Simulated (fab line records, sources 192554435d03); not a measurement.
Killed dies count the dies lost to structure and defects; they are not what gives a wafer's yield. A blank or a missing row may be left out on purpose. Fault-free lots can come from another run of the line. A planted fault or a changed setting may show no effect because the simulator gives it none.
fab line records || flow n5-finfet
record {"lots": 5, "wafers": 15, "last-day": 20}
route steps=1938 shown WELL_APT@36 PMOS_HMC_CHANNEL_EPI@57 BEOL_M4@1111
lots that met no fault: from a run of the same line without faults
start-h: the number of hours between the record's first day and the start of the first shown wafer of the lot || wait-h: hours from the lot's prior step to this one || " as in the row above || L1.1+2: a row that stands for several wafers || - no value, or no start was given || * or withheld: withheld || < > ~ a bound
route shown NAME@n: NAME is a module with steps in the file, n the number in the route of the first one || usual: mean/standard deviation taken from wafers without a fault || same: alike in all rows || chamber/n: place in a boat || sites: the reading at each site || _std_site: the values' standard deviation || _edge_site: inner sites' mean taken away from outer sites' mean || radius-mm: how far each site lies from the wafer's centre || mask NAME#n: copy n || behind: the most recent tool/chamber to have shaped the wafer || hold: reason for holding the lot/hours on hold/outcome of the hold || device: names the non-switching transistor (n, p or np) || end of line: the same wafers' tests at the end of the route || where a step has no rows: the recipe by itself || killed: count of dies lost to structure and defects at first sort (not the wafer's yield) || map: dies across one wafer; x = killed, . = not, _ = none there
set.NAME: the setting the step ran with; set.NAME@STEP: the setting that earlier step ran with || model.NAME: the simulator's own value behind a step, which no gauge read
lots at some steps of the route; a table a step, a row a wafer
services: the hour from which a tool's chamber was out of use, counted from the record's first day as start-h (under 0 if before that day), plus the number of hours and why
## steps
# step N5_WELL_APT_COAT_19
# recipe {"spin-rpm": 1357, "resist-thk-nm": 950}
# step N5_WELL_APT_EBR_21
# recipe {"solvent": "PGMEA", "ebr-width-mm": 1.5}
# step N5_WELL_APT_SOFTBAKE_20
# recipe {"temp-c": 130, "time-s": 60}
# step N5_WELL_APT_EXPOSE_22
# recipe {"mask-id": "PWELL", "na": 0.8, "source-shape": "conventional", "sigma-outer": 0.8, "polarization": "unpolarized", "defocus-nm": 0, "target-cd-nm": 200, "dose-mj": 23.2}
# step N5_WELL_APT_PEB_23
# recipe {"peb-temp-c": 130, "peb-time-s": 90}
# step N5_WELL_APT_DEVELOP_24
# recipe {"develop-time-s": 45, "rinse-liquid": "surfactant-rinse", "dry": "air-spin", "dev-temp-c": 21}
# step N5_WELL_APT_HARDBAKE_29
# recipe {"temp-c": 130, "time-s": 120}
# step N5_WELL_APT_DESCUM_30
# recipe {"chemistry": "O2", "time-s": 7.9, "source-power-w": 50, "bias-power-w": 20, "pressure-mtorr": 20, "rf-frequency-hz": 2.712e+07, "temp-c": 40, "o2-flow-sccm": 225}
# step N5_WELL_APT_IMPLANT_31
# recipe {"species": "B", "energy-kev": 60, "dose-cm2": 1.5e+13, "tilt-deg": 0, "rotation-deg": 0}
# step N5_WELL_APT_IMPLANT_32
# recipe {"species": "BF2", "energy-kev": 50, "dose-cm2": 2e+13, "tilt-deg": 0, "rotation-deg": 0}
# usual {"dose-ions-cm2": "1.9999e+13/2.1e+10", "faraday-current-uA": "253/5.4", "rotation-deg": "-0.001/0.019"}
{"lot.wafer": "L882.2", "tool": "implanter-01", "chamber": 0, "start-h": 63.36, "wait-h": 0.1, "dose-ions-cm2": 2.7455e+13, "faraday-current-uA": 350, "rotation-deg": -0.014}
{"lot.wafer": "L882.5", "tool": "implanter-01", "chamber": 0, "start-h": 63.36, "wait-h": 0.1, "dose-ions-cm2": 2.7421e+13, "faraday-current-uA": 340, "rotation-deg": 0.003}
{"lot.wafer": "L882.6", "tool": "implanter-01", "chamber": 0, "start-h": 63.36, "wait-h": 0.1, "dose-ions-cm2": 2.745e+13, "faraday-current-uA": 344, "rotation-deg": 0.011}
{"lot.wafer": "L883.2", "tool": "implanter-01", "chamber": 0, "start-h": 70.66, "wait-h": 0.1, "dose-ions-cm2": 2.7422e+13, "faraday-current-uA": 350, "rotation-deg": -0.004}
{"lot.wafer": "L883.3", "tool": "implanter-01", "chamber": 0, "start-h": 70.66, "wait-h": 0.1, "dose-ions-cm2": 2.7405e+13, "faraday-current-uA": 365, "rotation-deg": 0.037}
{"lot.wafer": "L883.5", "tool": "implanter-01", "chamber": 0, "start-h": 70.66, "wait-h": 0.1, "dose-ions-cm2": 2.7397e+13, "faraday-current-uA": 362, "rotation-deg": 0.017}
{"lot.wafer": "L884.3", "tool": "implanter-01", "chamber": 0, "start-h": 75.36, "wait-h": 0.1, "dose-ions-cm2": 2.7385e+13, "faraday-current-uA": 350, "rotation-deg": 0.008}
{"lot.wafer": "L884.5", "tool": "implanter-01", "chamber": 0, "start-h": 75.36, "wait-h": 0.1, "dose-ions-cm2": 2.7423e+13, "faraday-current-uA": 344, "rotation-deg": -0.017}
{"lot.wafer": "L884.6", "tool": "implanter-01", "chamber": 0, "start-h": 75.36, "wait-h": 0.1, "dose-ions-cm2": 2.7401e+13, "faraday-current-uA": 343, "rotation-deg": -0.018}
{"lot.wafer": "L886.2", "tool": "implanter-02", "chamber": 0, "start-h": 87.66, "wait-h": 0.1, "dose-ions-cm2": 1.9983e+13, "faraday-current-uA": 252, "rotation-deg": -0.020}
{"lot.wafer": "L886.3", "tool": "implanter-02", "chamber": 0, "start-h": 87.66, "wait-h": 0.1, "dose-ions-cm2": 1.9972e+13, "faraday-current-uA": 254, "rotation-deg": 0.008}
{"lot.wafer": "L886.5", "tool": "implanter-02", "chamber": 0, "start-h": 87.66, "wait-h": 0.1, "dose-ions-cm2": 1.9966e+13, "faraday-current-uA": 249, "rotation-deg": 0.005}
{"lot.wafer": "L897.1", "tool": "implanter-01", "chamber": 0, "start-h": 153.66, "wait-h": 0.1, "dose-ions-cm2": 1.9995e+13, "faraday-current-uA": 248, "rotation-deg": 0.001}
{"lot.wafer": "L897.2", "tool": "implanter-01", "chamber": 0, "start-h": 153.66, "wait-h": 0.1, "dose-ions-cm2": 1.9986e+13, "faraday-current-uA": 250, "rotation-deg": -0.022}
{"lot.wafer": "L897.3", "tool": "implanter-01", "chamber": 0, "start-h": 153.66, "wait-h": 0.1, "dose-ions-cm2": 1.9992e+13, "faraday-current-uA": 252, "rotation-deg": 0.005}
# step N5_WELL_APT_STRIP_33
# recipe {"chemistry": "SPM", "time-s": 900, "temp-c": 130, "h2so4-h2o2-vol-ratio": 4, "dry": "ipa-marangoni"}
# step N5_WELL_APT_RTA_34
# recipe {"temp-c": 1000, "time-s": 10, "ambient": "N2", "idle-temp-c": 600, "ramp-up-c-per-s": 150, "ramp-down-c-per-s": 60, "cool-to-c": 600}
# step N5_WELL_APT_OXIDE_STRIP_42
# recipe {"chemistry": "dHF", "dilution": "25:1", "time-s": 45, "temp-c": 25, "target": "SiO2", "target-depth-a": 120}
# step N5_WELL_APT_PRECLEAN_36
# recipe {"chemistry": "O3/DIW", "time-s": 45, "temp-c": 22, "o3-ppm": 10}
# step N5_WELL_APT_PRECLEAN_39
# recipe {"chemistry": "dHF", "time-s": 60, "dilution": "150:1", "temp-c": 25}
# step N5_WELL_APT_SRD_37
# recipe {"dry": "ipa-marangoni", "do-ppb": 5, "time-s": 30, "temp-c": 23, "rinse-liquid": "diw"}
# step N5_WELL_APT_EPI_41
# recipe {"material": "Si", "target-thk-a": 500, "temp-c": 650, "precursor": "SiH4/H2", "pressure-torr": 20, "time-s": 297.7}
# step N5_PMOS_HMC_CHANNEL_EPI_HM_DEP_34
# recipe {"material": "SiO2", "target-thk-a": 360, "temp-c": 400, "precursor": "TEOS/O2", "pressure-torr": 6.5, "rf-w": 900, "teos-flow-sccm": 161.4, "gas": "O2", "flow-sccm": 2650, "time-s": 6.9}
# step N5_PMOS_HMC_CHANNEL_EPI_COAT_31
# recipe {"resist": "BARC", "temp-c": 205, "time-s": 60, "spin-rpm": 1500, "resist-thk-nm": 66}
# step N5_PMOS_HMC_CHANNEL_EPI_COAT_03
# recipe {"resist": "CAR-ArF-block", "spin-rpm": 1500, "resist-thk-nm": 205}
# step N5_PMOS_HMC_CHANNEL_EPI_EBR_05
# recipe {"solvent": "PGMEA", "ebr-width-mm": 1.5}
# step N5_PMOS_HMC_CHANNEL_EPI_SOFTBAKE_04
# recipe {"temp-c": 110, "time-s": 60, "resist": "CAR-ArF-block"}
# step N5_PMOS_HMC_CHANNEL_EPI_EXPOSE_06
# recipe {"mask-id": "PMOS_HMC_BLK", "na": 1.35, "source-shape": "conventional", "sigma-outer": 0.8, "polarization": "unpolarized", "target-cd-nm": 240, "dose-mj": 41}
# step N5_PMOS_HMC_CHANNEL_EPI_PEB_07
# recipe {"peb-temp-c": 110, "peb-time-s": 60, "resist": "CAR-ArF-block"}
# step N5_PMOS_HMC_CHANNEL_EPI_DEVELOP_08
# recipe {"develop-time-s": 30, "developer": "TMAH", "resist": "CAR-ArF-block", "dev-temp-c": 23, "rinse-liquid": "diw", "dry": "air-spin"}
# step N5_PMOS_HMC_CHANNEL_EPI_DESCUM_14
# recipe {"chemistry": "O2", "time-s": 7.9, "source-power-w": 50, "bias-power-w": 20, "pressure-mtorr": 20, "rf-frequency-hz": 2.712e+07, "temp-c": 40, "resist": "CAR-ArF-block", "o2-flow-sccm": 225}
# step N5_PMOS_HMC_CHANNEL_EPI_ETCH_32
# recipe {"chemistry": "N2/H2", "target": "BARC", "stop-on": "SiO2", "target-depth-a": 858, "over-etch-frac": 0.3, "time-s": 50.3, "ion-energy-ev": 200, "mask-material": "CAR-ArF-block", "pressure-mtorr": 30, "source-w": 840, "bias-w": 150, "n2-flow-sccm": 200, "h2-flow-sccm": 200}
# step N5_PMOS_HMC_CHANNEL_EPI_HM_OPEN_15
# recipe {"chemistry": "CHF3/O2", "target": "SiO2", "mask-material": "CAR-ArF-block", "target-depth-a": 406, "CHF3_flow_sccm": 50, "O2_flow_sccm": 5, "Ar_flow_sccm": 200, "time-s": 20.3, "pressure-mtorr": 30, "source-w": 650, "bias-w": 170, "ion-energy-ev": 200}
# step N5_PMOS_HMC_CHANNEL_EPI_STRIP_33
# recipe {"chemistry": "N2/H2", "power-w": 500, "temp-c": 40, "pressure-mtorr": 50, "rf-frequency-hz": 6e+07, "overash-fraction": 0.3, "bias-power-w": 8, "h2-frac": 0.5, "n2-flow-sccm": 300, "h2-flow-sccm": 300}
# step N5_PMOS_HMC_CHANNEL_EPI_STRIP_17
# recipe {"chemistry": "SPM", "time-s": 750, "temp-c": 130, "h2so4-h2o2-vol-ratio": 4, "dry": "ipa-marangoni"}
# step N5_PMOS_HMC_CHANNEL_EPI_ETCH_38
# recipe {"chemistry": "CF4", "target": "SiO2", "target-depth-a": 15, "ion-energy-ev": 350, "pressure-mtorr": 10, "icp-w": 800, "bias-w": 400, "cf4-flow-sccm": 80}
# step N5_PMOS_HMC_CHANNEL_EPI_FIN_RECESS_16
# recipe {"chemistry": "HBr/Cl2", "target": "Si", "mask-material": "SiO2", "target-depth-a": 540, "time-s": 18, "pressure-mtorr": 10, "icp-w": 800, "bias-w": 75, "HBr_flow_sccm": 150, "Cl2_flow_sccm": 80}
# step N5_PMOS_HMC_CHANNEL_EPI_PRECLEAN_36
# recipe {"chemistry": "O3/DIW", "time-s": 45, "temp-c": 22, "o3-ppm": 10}
# step N5_PMOS_HMC_CHANNEL_EPI_PRECLEAN_18
# recipe {"chemistry": "DHF", "time-s": 30, "temp-c": 25, "dilution": "withheld"}
# step N5_PMOS_HMC_CHANNEL_EPI_SRD_19
# recipe {"dry": "ipa-marangoni", "do-ppb": 5, "time-s": 30, "temp-c": 23, "rinse-liquid": "diw"}
# step N5_BEOL_M4_RC_MEAS_101
# usual {"CJ_N": "4.31/0.079", "DIBL_N": "36.5/1.2", "DIBL_P": "36.5/1.6", "IOFF_N": "0.162/0.023", "IOFF_N_LONG": "5.51e-05/2.7e-06", "IOFF_P": "0.221/0.03", "ION_N": "678/8", "ION_P": "466/6.3", "SS_N": "71.6/0.46", "SS_P": "73.3/0.57", "VT_N": "249.2/2.6", "VT_P": "-249/3.3"}
{"lot.wafer": "L882.2", "tool": "prober-02", "chamber": 0, "start-h": 257.49, "wait-h": 0.2, "CJ_N": 5.18, "DIBL_N[mV/V]": 36.6, "DIBL_P[mV/V]": 37.1, "IOFF_N[nA/um]": 0.169, "IOFF_N_LONG[nA/um]": 5.99e-05, "IOFF_P[nA/um]": 0.222, "ION_N[uA/um]": 686, "ION_P[uA/um]": 464, "SS_N[mV/dec]": 71.3, "SS_P[mV/dec]": 73.4, "VT_N[mV]": 249.5, "VT_P[mV]": -249}
{"lot.wafer": "L882.5", "tool": "prober-02", "chamber": 0, "start-h": 257.49, "wait-h": 0.2, "CJ_N": 5.16, "DIBL_N[mV/V]": 36.4, "DIBL_P[mV/V]": 37.1, "IOFF_N[nA/um]": 0.167, "IOFF_N_LONG[nA/um]": 6.02e-05, "IOFF_P[nA/um]": 0.214, "ION_N[uA/um]": 685, "ION_P[uA/um]": 464, "SS_N[mV/dec]": 71.3, "SS_P[mV/dec]": 73.7, "VT_N[mV]": 248.7, "VT_P[mV]": -254}
{"lot.wafer": "L882.6", "tool": "prober-02", "chamber": 0, "start-h": 257.49, "wait-h": 0.2, "CJ_N": 5.07, "DIBL_N[mV/V]": 36.1, "DIBL_P[mV/V]": 36.7, "IOFF_N[nA/um]": 0.154, "IOFF_N_LONG[nA/um]": 5.89e-05, "IOFF_P[nA/um]": 0.211, "ION_N[uA/um]": 668, "ION_P[uA/um]": 462, "SS_N[mV/dec]": 70.9, "SS_P[mV/dec]": 73.2, "VT_N[mV]": 250.5, "VT_P[mV]": -252}
{"lot.wafer": "L883.2", "tool": "prober-02", "chamber": 0, "start-h": 265.45, "wait-h": 0.2, "CJ_N": 4.89, "DIBL_N[mV/V]": 35.6, "DIBL_P[mV/V]": 33.9, "IOFF_N[nA/um]": 0.130, "IOFF_N_LONG[nA/um]": 6.14e-05, "IOFF_P[nA/um]": 0.179, "ION_N[uA/um]": 672, "ION_P[uA/um]": 459, "SS_N[mV/dec]": 70.7, "SS_P[mV/dec]": 72.8, "VT_N[mV]": 249.7, "VT_P[mV]": -253}
{"lot.wafer": "L883.3", "tool": "prober-02", "chamber": 0, "start-h": 265.45, "wait-h": 0.2, "CJ_N": 4.98, "DIBL_N[mV/V]": 37.0, "DIBL_P[mV/V]": 36.5, "IOFF_N[nA/um]": 0.165, "IOFF_N_LONG[nA/um]": 6.12e-05, "IOFF_P[nA/um]": 0.213, "ION_N[uA/um]": 680, "ION_P[uA/um]": 462, "SS_N[mV/dec]": 71.9, "SS_P[mV/dec]": 73.1, "VT_N[mV]": 245.7, "VT_P[mV]": -249}
{"lot.wafer": "L883.5", "tool": "prober-02", "chamber": 0, "start-h": 265.45, "wait-h": 0.2, "CJ_N": 5.00, "DIBL_N[mV/V]": 37.0, "DIBL_P[mV/V]": 36.1, "IOFF_N[nA/um]": 0.156, "IOFF_N_LONG[nA/um]": 6.15e-05, "IOFF_P[nA/um]": 0.206, "ION_N[uA/um]": 671, "ION_P[uA/um]": 461, "SS_N[mV/dec]": 71.5, "SS_P[mV/dec]": 72.7, "VT_N[mV]": 249.9, "VT_P[mV]": -252}
{"lot.wafer": "L884.3", "tool": "prober-01", "chamber": 0, "start-h": 266.31, "wait-h": 0.3, "CJ_N": 5.03, "DIBL_N[mV/V]": 37.9, "DIBL_P[mV/V]": 38.9, "IOFF_N[nA/um]": 0.192, "IOFF_N_LONG[nA/um]": 6.46e-05, "IOFF_P[nA/um]": 0.260, "ION_N[uA/um]": 685, "ION_P[uA/um]": 467, "SS_N[mV/dec]": 71.6, "SS_P[mV/dec]": 74.9, "VT_N[mV]": 245.4, "VT_P[mV]": -247}
{"lot.wafer": "L884.5", "tool": "prober-01", "chamber": 0, "start-h": 266.31, "wait-h": 0.3, "CJ_N": 4.97, "DIBL_N[mV/V]": 37.0, "DIBL_P[mV/V]": 37.8, "IOFF_N[nA/um]": 0.162, "IOFF_N_LONG[nA/um]": 6.35e-05, "IOFF_P[nA/um]": 0.229, "ION_N[uA/um]": 670, "ION_P[uA/um]": 458, "SS_N[mV/dec]": 71.8, "SS_P[mV/dec]": 73.2, "VT_N[mV]": 253.1, "VT_P[mV]": -250}
{"lot.wafer": "L884.6", "tool": "prober-01", "chamber": 0, "start-h": 266.31, "wait-h": 0.3, "CJ_N": 5.08, "DIBL_N[mV/V]": 36.2, "DIBL_P[mV/V]": 37.0, "IOFF_N[nA/um]": 0.159, "IOFF_N_LONG[nA/um]": 6.51e-05, "IOFF_P[nA/um]": 0.218, "ION_N[uA/um]": 675, "ION_P[uA/um]": 468, "SS_N[mV/dec]": 71.6, "SS_P[mV/dec]": 73.2, "VT_N[mV]": 248.7, "VT_P[mV]": -251}
{"lot.wafer": "L886.2", "tool": "prober-02", "chamber": 0, "start-h": 290.19, "wait-h": 0.2, "CJ_N": 4.37, "DIBL_N[mV/V]": 35.9, "DIBL_P[mV/V]": 34.8, "IOFF_N[nA/um]": 0.150, "IOFF_N_LONG[nA/um]": 5.83e-05, "IOFF_P[nA/um]": 0.224, "ION_N[uA/um]": 678, "ION_P[uA/um]": 462, "SS_N[mV/dec]": 71.0, "SS_P[mV/dec]": 73.1, "VT_N[mV]": 249.4, "VT_P[mV]": -245}
{"lot.wafer": "L886.3", "tool": "prober-02", "chamber": 0, "start-h": 290.19, "wait-h": 0.2, "CJ_N": 4.34, "DIBL_N[mV/V]": 37.8, "DIBL_P[mV/V]": 37.7, "IOFF_N[nA/um]": 0.188, "IOFF_N_LONG[nA/um]": 5.74e-05, "IOFF_P[nA/um]": 0.274, "ION_N[uA/um]": 684, "ION_P[uA/um]": 474, "SS_N[mV/dec]": 72.2, "SS_P[mV/dec]": 73.4, "VT_N[mV]": 244.4, "VT_P[mV]": -243}
{"lot.wafer": "L886.5", "tool": "prober-02", "chamber": 0, "start-h": 290.19, "wait-h": 0.2, "CJ_N": 4.39, "DIBL_N[mV/V]": 37.1, "DIBL_P[mV/V]": 36.9, "IOFF_N[nA/um]": 0.181, "IOFF_N_LONG[nA/um]": 5.84e-05, "IOFF_P[nA/um]": 0.263, "ION_N[uA/um]": 682, "ION_P[uA/um]": 472, "SS_N[mV/dec]": 72.4, "SS_P[mV/dec]": 73.9, "VT_N[mV]": 244.9, "VT_P[mV]": -245}
{"lot.wafer": "L897.1", "tool": "prober-02", "chamber": 0, "start-h": 367.40, "wait-h": 0.0, "CJ_N": 4.34, "DIBL_N[mV/V]": 38.7, "DIBL_P[mV/V]": 37.2, "IOFF_N[nA/um]": 0.188, "IOFF_N_LONG[nA/um]": 5.41e-05, "IOFF_P[nA/um]": 0.232, "ION_N[uA/um]": 680, "ION_P[uA/um]": 459, "SS_N[mV/dec]": 71.8, "SS_P[mV/dec]": 73.9, "VT_N[mV]": 247.1, "VT_P[mV]": -250}
{"lot.wafer": "L897.2", "tool": "prober-02", "chamber": 0, "start-h": 367.40, "wait-h": 0.0, "CJ_N": 4.23, "DIBL_N[mV/V]": 39.2, "DIBL_P[mV/V]": 38.0, "IOFF_N[nA/um]": 0.191, "IOFF_N_LONG[nA/um]": 5.27e-05, "IOFF_P[nA/um]": 0.254, "ION_N[uA/um]": 684, "ION_P[uA/um]": 467, "SS_N[mV/dec]": 71.3, "SS_P[mV/dec]": 74.5, "VT_N[mV]": 246.4, "VT_P[mV]": -248}
{"lot.wafer": "L897.3", "tool": "prober-02", "chamber": 0, "start-h": 367.40, "wait-h": 0.0, "CJ_N": 4.37, "DIBL_N[mV/V]": 39.6, "DIBL_P[mV/V]": 38.2, "IOFF_N[nA/um]": 0.197, "IOFF_N_LONG[nA/um]": 5.34e-05, "IOFF_P[nA/um]": 0.256, "ION_N[uA/um]": 686, "ION_P[uA/um]": 471, "SS_N[mV/dec]": 71.9, "SS_P[mV/dec]": 74.1, "VT_N[mV]": 247.0, "VT_P[mV]": -246}
## services
{"tool": "implanter-02", "chamber": "-", "start-h": 39.49, "hours": 1.7, "kind": "repair"}
{"tool": "implanter-02", "chamber": "-", "start-h": 46.77, "hours": 5.5, "kind": "repair"}
{"tool": "implanter-02", "chamber": "-", "start-h": 124.25, "hours": 11.6, "kind": "pm"}
## key
first-sign {"step": "N5_WELL_APT_IMPLANT_32", "reading": "dose-ions-cm2", "direction": "up", "sigmas": "99+", "usual": 1.9999e+13, "struck": 2.7418e+13}
effect {"step": "N5_WELL_APT_IMPLANT_32", "reading": "faraday-current-uA", "direction": "up", "sigmas": 18, "usual": 253, "struck": 350}
effect {"step": "N5_BEOL_M4_RC_MEAS_101", "reading": "CJ_N", "direction": "up", "sigmas": 9.3, "usual": 4.31, "struck": 5.04}
effect {"step": "N5_BEOL_M4_RC_MEAS_101", "reading": "IOFF_N_LONG", "direction": "up", "sigmas": 2.5, "usual": 5.51e-05, "struck": 6.18e-05}
met-at N5_WELL_APT_IMPLANT_32
struck-wafers L882.2,L882.5,L882.6,L883.2,L883.3,L883.5,L884.3,L884.5,L884.6
fault {"kind": "process-parameter-drift", "tool": "implanter-01", "chamber": "-", "onset-h": 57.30, "steps": "N5_WELL_APT_IMPLANT_32", "channel": "dose-cm2", "offset": 7.4131e+12, "shape": "step", "end-h": 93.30, "acts-in": "these-recipes-only", "stated": 2e+13}
